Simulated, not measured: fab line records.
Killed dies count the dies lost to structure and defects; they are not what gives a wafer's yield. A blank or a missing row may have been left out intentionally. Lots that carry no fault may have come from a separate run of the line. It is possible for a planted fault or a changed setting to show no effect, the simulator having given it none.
fab line records	flow n5_finfet	part 2 of 2: steps 4 to 6 of 6
record lots=21	wafers=63	last_day=17
route steps=1938 shown BEOL_M15@1788 MIM_BOT@1833
lots that met no fault: taken from a fault-free run of the same line
start_h: hours from the record's first day to the start of the lot's first wafer shown	wait_h: hours from the lot's prior step to this one	" unchanged from the row above	L1.1+2: several wafers, shown together as one row	- no value present, or no start provided	* or withheld: withheld	< > ~ a bound
route shown NAME@n: a module of which the file shows steps, and the number in the route of the first	usual: mean/standard deviation of fault-free wafers	same: alike in all rows	chamber/n: place in a boat	sites: the reading at each site	_std_site: how widely they spread, as a standard deviation	_edge_site: the outer-site mean with the inner-site mean subtracted	radius_mm: for every site, how far away it sits from the centre of the wafer	mask NAME#n: copy n	behind: tool/chamber where the wafer was last shaped	hold: the reason the lot was held/the length of the hold in hours/how it ended	device: the n, p or np transistor that did not switch	end of line: the tests these same wafers got at the end of their route	a step with no rows: only its recipe	killed: the dies lost at the first sort to structure and to defects; this is not the yield of the wafer	map: shows each die of a wafer: x if killed, . if not, _ if none is there
set.NAME: the run value of the setting; set.NAME@STEP: its run value at that earlier step	model.NAME: the simulator's own value behind a step, which no gauge read
a sample of lots followed through the steps of the route, with each step as a table and each wafer as a row
services: from which hour (start_h, from the record's first day; less than 0 if before it) a tool's chamber was out of use, for how many hours, and why
## steps
# step N5_BEOL_M15_ETCH_38
# recipe chemistry=CF4/N2	target=SiCN	target_depth_a=1064	taper_deg=2	time_s=120.5	ion_energy_ev=150	mask_material=SiO2	pressure_mtorr=40	source_w=430	bias_w=70	Ar_flow_sccm=100	cf4_flow_sccm=60	n2_flow_sccm=60
# usual bias_w=70.00/0.22	drypump_motor_current_A=5.9/0.38	mfc_ar_sccm=100.0/0.3	n2_flow_sccm=60.01/0.18	oes_product_au=0.77/0.063	rf_vpp_V=382.5/1.8	showerhead_plenum_p_Torr=2.21/0.063	throttle_valve_pct=15.44/0.16
lot.wafer	tool	chamber	start_h	wait_h	bias_w	drypump_motor_current_A	mfc_ar_sccm	n2_flow_sccm	oes_product_au	rf_hours_counter_h	rf_vpp_V	showerhead_plenum_p_Torr	throttle_valve_pct
L076.1	rie_diel-05	3	-	-	70.32	6.2	100.1	60.02	0.71	247	384.0	2.26	15.59
L076.2	"	1	"	"	70.03	6.2	100.0	59.86	0.77	133	381.2	2.14	15.57
L076.5	"	0	"	"	70.08	5.9	100.4	59.82	0.87	-	381.4	2.25	15.34
L074.2	rie_diel-01	0	-	-	69.85	6.1	99.6	60.07	0.72	208	383.8	2.26	15.41
L074.3	"	2	"	"	69.78	5.1	99.2	60.23	0.78	134	379.8	2.13	15.56
L074.5	"	0	"	"	69.85	6.1	99.8	60.21	0.73	-	383.8	2.26	15.41
L077.1	rie_diel-05	1	-	-	70.10	6.1	100.5	59.97	0.76	140	380.7	2.13	15.58
L077.2	"	2	"	"	69.70	5.3	100.0	60.07	0.76	138	382.6	2.21	15.67
L077.3	"	0	"	"	69.91	5.9	99.5	60.14	0.85	40	383.4	2.25	15.34
L079.1	rie_diel-04	3	-	-	69.89	5.7	100.1	60.10	0.86	34	385.4	2.33	15.18
L079.4	"	1	"	"	70.20	5.9	99.5	60.21	0.82	85	384.7	2.32	15.46
L079.5	"	2	"	"	70.35	5.5	99.9	60.42	0.86	-	384.8	2.34	15.14
L080.2	rie_diel-04	3	-	-	70.12	5.7	100.1	59.89	0.87	34	385.5	2.33	15.22
L080.3	"	2	"	"	70.06	5.6	100.3	60.20	0.87	41	384.7	2.34	15.14
L080.6	"	2	"	"	70.25	5.5	99.9	60.05	0.86	-	386.0	2.34	15.15
L081.1	rie_diel-05	2	-	-	69.99	5.3	100.3	59.74	0.76	147	382.7	2.21	15.68
L081.3	"	0	"	"	69.73	5.9	99.5	60.42	0.84	49	383.9	2.25	15.37
L081.6	"	1	"	"	70.25	6.1	100.3	59.84	0.74	-	379.8	2.13	15.63
L083.1	rie_diel-01	0	-	-	70.05	6.1	100.1	60.12	0.71	223	382.6	2.26	15.44
L083.2	"	1	"	"	69.90	6.3	99.9	60.09	0.77	108	380.4	2.15	15.26
L083.6	"	2	"	"	70.16	5.2	99.5	60.27	0.76	-	380.4	2.13	15.58
L082.2	rie_diel-01	3	-	-	70.30	6.0	100.0	60.07	0.74	194	380.5	2.20	15.47
L082.3	"	1	"	"	70.17	6.3	99.7	60.12	0.78	108	381.1	2.15	15.25
L082.5	"	0	"	"	70.01	6.1	100.1	59.76	0.72	-	383.6	2.26	15.43
L084.2	rie_diel-01	0	-	-	70.27	6.1	99.7	59.96	0.71	225	385.9	2.26	15.46
L084.3	"	1	"	"	70.25	6.3	100.2	59.80	0.78	110	380.2	2.15	15.26
L084.6	"	3	"	"	70.03	6.0	100.0	60.19	0.73	-	382.5	2.20	15.48
L085.1	rie_diel-01	2	-	-	70.12	5.2	99.9	59.94	0.76	155	379.9	2.13	15.60
L085.2	"	0	"	"	70.30	6.1	99.7	59.91	0.70	234	382.8	2.25	15.47
L085.3	"	1	"	"	69.95	6.3	99.7	59.94	0.77	118	379.7	2.14	15.29
L086.3	rie_diel-05	3	-	-	70.04	6.2	100.1	60.10	0.95	12	383.6	2.25	15.10
L086.5	"	3	"	"	70.16	6.2	100.4	59.94	0.95	-	383.8	2.25	15.10
L086.6	"	0	"	"	69.95	6.0	100.5	59.98	0.82	-	383.4	2.24	15.40
L088.1	rie_diel-04	3	-	-	70.21	5.7	100.0	60.11	0.85	49	386.1	2.33	15.22
L088.4	"	2	"	"	70.03	5.6	99.6	60.31	0.83	56	385.1	2.33	15.16
L088.5	"	1	"	"	69.87	5.9	99.6	60.14	0.80	-	385.7	2.32	15.52
L091.2	rie_diel-01	2	-	-	69.64	5.1	100.6	60.05	0.76	155	379.4	2.13	15.60
L091.3	"	1	"	"	70.03	6.3	100.5	59.80	0.77	118	380.7	2.14	15.29
L091.6	"	3	"	"	70.05	6.0	99.9	60.07	0.72	-	381.9	2.20	15.48
L087.3	rie_diel-01	3	-	-	70.02	6.0	99.8	60.25	0.72	206	381.8	2.20	15.49
L087.4	"	1	"	"	70.04	6.4	100.4	60.08	0.78	119	379.6	2.14	15.28
L087.5	"	0	"	"	70.14	6.1	99.7	59.69	0.70	-	382.4	2.25	15.47
L090.3	rie_diel-01	0	-	-	69.96	6.0	100.1	60.08	0.70	237	383.5	2.25	15.47
L090.4	"	2	"	"	70.22	5.2	99.5	60.24	0.75	158	380.2	2.12	15.60
L090.5	"	3	"	"	70.02	6.0	100.1	59.97	0.72	-	381.2	2.19	15.49
L089.1	rie_diel-05	0	-	-	69.81	5.9	99.9	59.82	0.82	67	382.4	2.24	15.40
L089.2	"	1	"	"	69.96	6.1	99.6	60.26	0.74	165	379.3	2.13	15.65
L089.6	"	0	"	"	69.67	5.9	99.9	60.14	0.82	-	382.7	2.24	15.41
L094.1	rie_diel-05	3	-	-	70.10	6.2	99.9	60.02	0.94	21	383.5	2.25	15.12
L094.2	"	0	"	"	70.00	5.9	100.4	59.70	0.81	72	384.7	2.24	15.41
L094.4	"	2	"	"	69.76	5.3	99.8	60.13	0.74	168	380.7	2.20	15.71
L092.1	rie_diel-05	1	-	-	69.97	6.1	99.9	60.00	0.74	172	381.5	2.12	15.65
L092.2	"	2	"	"	69.83	5.3	100.3	59.80	0.74	170	382.4	2.20	15.73
L092.5	"	0	"	"	70.35	5.9	100.0	60.07	0.81	-	383.2	2.24	15.41
L095.1	rie_diel-01	3	-	-	70.23	6.0	100.1	59.83	0.71	217	382.7	2.19	15.52
L095.3	"	1	"	"	70.43	6.4	100.0	60.24	0.76	130	378.9	2.14	15.32
L095.6	"	0	"	"	70.24	6.0	100.7	59.89	0.69	-	383.8	2.25	15.49
L093.1	rie_diel-05	2	-	-	70.09	5.3	100.5	59.99	0.73	171	381.6	2.20	15.74
L093.2	"	0	"	"	70.10	5.9	100.0	59.93	0.80	74	381.2	2.24	15.42
L093.5	"	3	"	"	70.27	6.2	99.9	59.99	0.92	-	382.2	2.25	15.14
L097.1	rie_diel-04	2	-	-	69.70	5.6	99.8	59.92	0.81	74	384.7	2.33	15.19
L097.4	"	1	"	"	69.94	5.8	99.8	59.73	0.78	117	384.6	2.31	15.55
L097.6	"	1	"	"	70.04	5.8	100.1	59.77	0.80	-	384.7	2.31	15.54
# step N5_BEOL_M15_PRE_CLEAN_42
# recipe gas=H2/He	time_s=30	temp_c=300
# usual heater_power_w=449/52
lot.wafer	tool	chamber	start_h	wait_h	heater_power_w
L076.1	pvd_sputter-03	-	260.59	0.0	476
L076.2	"	-	"	"	539
L076.5	"	-	"	"	381
L074.2	pvd_sputter-02	-	264.04	0.0	394
L074.3	"	-	"	"	526
L074.5	"	-	"	"	474
L077.1	pvd_sputter-03	-	282.14	0.0	537
L077.2	"	-	"	"	487
L077.3	"	-	"	"	380
L079.1	pvd_sputter-01	-	293.06	0.0	483
L079.4	"	-	"	"	429
L079.5	"	-	"	"	455
L080.2	pvd_sputter-01	-	294.16	0.0	445
L080.3	"	-	"	"	456
L080.6	"	-	"	"	485
L081.1	pvd_sputter-02	-	305.57	0.0	497
L081.3	"	-	"	"	395
L081.6	"	-	"	"	507
L083.1	pvd_sputter-01	-	309.46	0.0	476
L083.2	"	-	"	"	440
L083.6	"	-	"	"	473
L082.2	pvd_sputter-02	-	309.82	0.0	380
L082.3	"	-	"	"	524
L082.5	"	-	"	"	490
L084.2	pvd_sputter-03	-	316.21	0.0	531
L084.3	"	-	"	"	373
L084.6	"	-	"	"	477
L085.1	pvd_sputter-03	-	342.45	0.0	481
L085.2	"	-	"	"	396
L085.3	"	-	"	"	392
L086.3	pvd_sputter-03	-	342.97	0.0	377
L086.5	"	-	"	"	483
L086.6	"	-	"	"	382
L088.1	pvd_sputter-02	-	344.89	0.0	373
L088.4	"	-	"	"	492
L088.5	"	-	"	"	526
L091.2	pvd_sputter-01	-	345.16	0.0	477
L091.3	"	-	"	"	448
L091.6	"	-	"	"	449
L087.3	pvd_sputter-03	-	345.61	0.0	533
L087.4	"	-	"	"	381
L087.5	"	-	"	"	534
L090.3	pvd_sputter-02	-	352.06	0.0	498
L090.4	"	-	"	"	401
L090.5	"	-	"	"	522
L089.1	pvd_sputter-01	-	358.25	0.0	474
L089.2	"	-	"	"	468
L089.6	"	-	"	"	442
L094.1	pvd_sputter-01	-	373.48	0.0	455
L094.2	"	-	"	"	439
L094.4	"	-	"	"	444
L092.1	pvd_sputter-01	-	380.39	0.0	452
L092.2	"	-	"	"	502
L092.5	"	-	"	"	458
L095.1	pvd_sputter-02	-	380.44	0.0	524
L095.3	"	-	"	"	369
L095.6	"	-	"	"	507
L093.1	pvd_sputter-02	-	380.80	0.0	501
L093.2	"	-	"	"	541
L093.5	"	-	"	"	499
L097.1	pvd_sputter-02	-	395.77	0.0	523
L097.4	"	-	"	"	403
L097.6	"	-	"	"	372
# step N5_MIM_BOT_SPUTTER_00
# recipe material=TiN	target_thk_a=350	temp_c=200	power_w=3000	chamber_pressure_pa=0.49996	gas=Ar	reactive_partial_pa=0.37997	time_s=89.7
# usual cathode_dc_power_W=3000.0/0.58	throttle_valve_pct=30.1/0.64
lot.wafer	tool	chamber	start_h	wait_h	cathode_dc_power_W	throttle_valve_pct
L076.1	pvd_sputter-02	-	264.86	0.0	2999.4	29.3
L076.2	"	-	"	"	3000.1	30.2
L076.5	"	-	"	"	2999.3	30.2
L074.2	pvd_sputter-01	-	267.62	0.0	3000.9	30.7
L074.3	"	-	"	"	2999.4	29.8
L074.5	"	-	"	"	2999.3	30.5
L077.1	pvd_sputter-03	-	284.98	0.0	3000.2	30.4
L077.2	"	-	"	"	3000.7	31.0
L077.3	"	-	"	"	3000.0	30.1
L079.1	pvd_sputter-03	-	296.41	0.0	3000.2	28.9
L079.4	"	-	"	"	3000.5	30.7
L079.5	"	-	"	"	2999.4	30.1
L080.2	pvd_sputter-03	-	297.07	0.0	3000.2	30.6
L080.3	"	-	"	"	3000.1	28.6
L080.6	"	-	"	"	2999.2	30.5
L081.1	pvd_sputter-02	-	309.04	0.0	3000.3	30.1
L081.3	"	-	"	"	2999.8	30.8
L081.6	"	-	"	"	3000.0	30.7
L083.1	pvd_sputter-01	-	312.98	0.0	3000.5	30.2
L083.2	"	-	"	"	2999.5	29.2
L083.6	"	-	"	"	2999.4	29.4
L082.2	pvd_sputter-01	-	315.54	0.0	3001.0	30.4
L082.3	"	-	"	"	2999.5	29.6
L082.5	"	-	"	"	3000.1	29.8
L084.2	pvd_sputter-02	-	319.43	0.0	3000.2	29.4
L084.3	"	-	"	"	3000.6	30.2
L084.6	"	-	"	"	2998.9	30.1
L085.1	pvd_sputter-01	-	345.48	0.0	2999.6	29.5
L085.2	"	-	"	"	2999.1	30.4
L085.3	"	-	"	"	3000.2	30.0
L086.3	pvd_sputter-01	-	345.60	0.0	2999.4	30.3
L086.5	"	-	"	"	2999.9	30.7
L086.6	"	-	"	"	2999.9	30.1
L088.1	pvd_sputter-03	-	349.79	0.0	3000.0	30.1
L088.4	"	-	"	"	3000.2	28.7
L088.5	"	-	"	"	3000.6	30.5
L091.2	pvd_sputter-03	-	350.43	0.0	2999.9	28.8
L091.3	"	-	"	"	2998.9	29.9
L091.6	"	-	"	"	2999.7	30.8
L087.3	pvd_sputter-03	-	350.55	0.0	2999.7	30.4
L087.4	"	-	"	"	3000.6	30.9
L087.5	"	-	"	"	3000.6	30.5
L090.3	pvd_sputter-02	-	355.00	0.0	2999.9	30.1
L090.4	"	-	"	"	3000.6	30.7
L090.5	"	-	"	"	3000.7	30.2
L089.1	pvd_sputter-01	-	361.09	0.0	3000.3	29.5
L089.2	"	-	"	"	3000.9	29.4
L089.6	"	-	"	"	3000.6	30.7
L094.1	pvd_sputter-01	-	379.89	0.0	2999.9	29.9
L094.2	"	-	"	"	3000.2	30.4
L094.4	"	-	"	"	3000.3	29.5
L092.1	pvd_sputter-03	-	383.20	0.0	2999.9	28.7
L092.2	"	-	"	"	2998.6	30.8
L092.5	"	-	"	"	2999.3	30.3
L095.1	pvd_sputter-02	-	383.20	0.0	3000.0	30.3
L095.3	"	-	"	"	2999.6	30.2
L095.6	"	-	"	"	3000.4	29.0
L093.1	pvd_sputter-03	-	386.34	0.0	3000.2	28.8
L093.2	"	-	"	"	3000.4	30.0
L093.5	"	-	"	"	3001.0	28.9
L097.1	pvd_sputter-02	-	399.71	0.0	3000.0	30.0
L097.4	"	-	"	"	2999.7	29.1
L097.6	"	-	"	"	3000.5	30.8
## services
tool	chamber	start_h	hours	kind
rie_diel-04	2	233.69	4.1	repair
rie_diel-04	2	252.40	19.3	repair
rie_diel-05	3	276.30	-	clean
rie_diel-05	3	276.30	-	consumable_replace:focus_ring
rie_diel-05	3	276.30	31.9	scheduled_down
rie_diel-05	3	276.30	31.9	vent_cycle
rie_diel-01	2	332.04	7.0	repair
rie_diel-04	0	346.38	11.2	repair
rie_diel-04	3	371.15	9.9	repair
rie_diel-01	2	377.93	5.7	repair
rie_diel-01	0	393.68	-	clean
rie_diel-01	0	393.68	-	consumable_replace:focus_ring
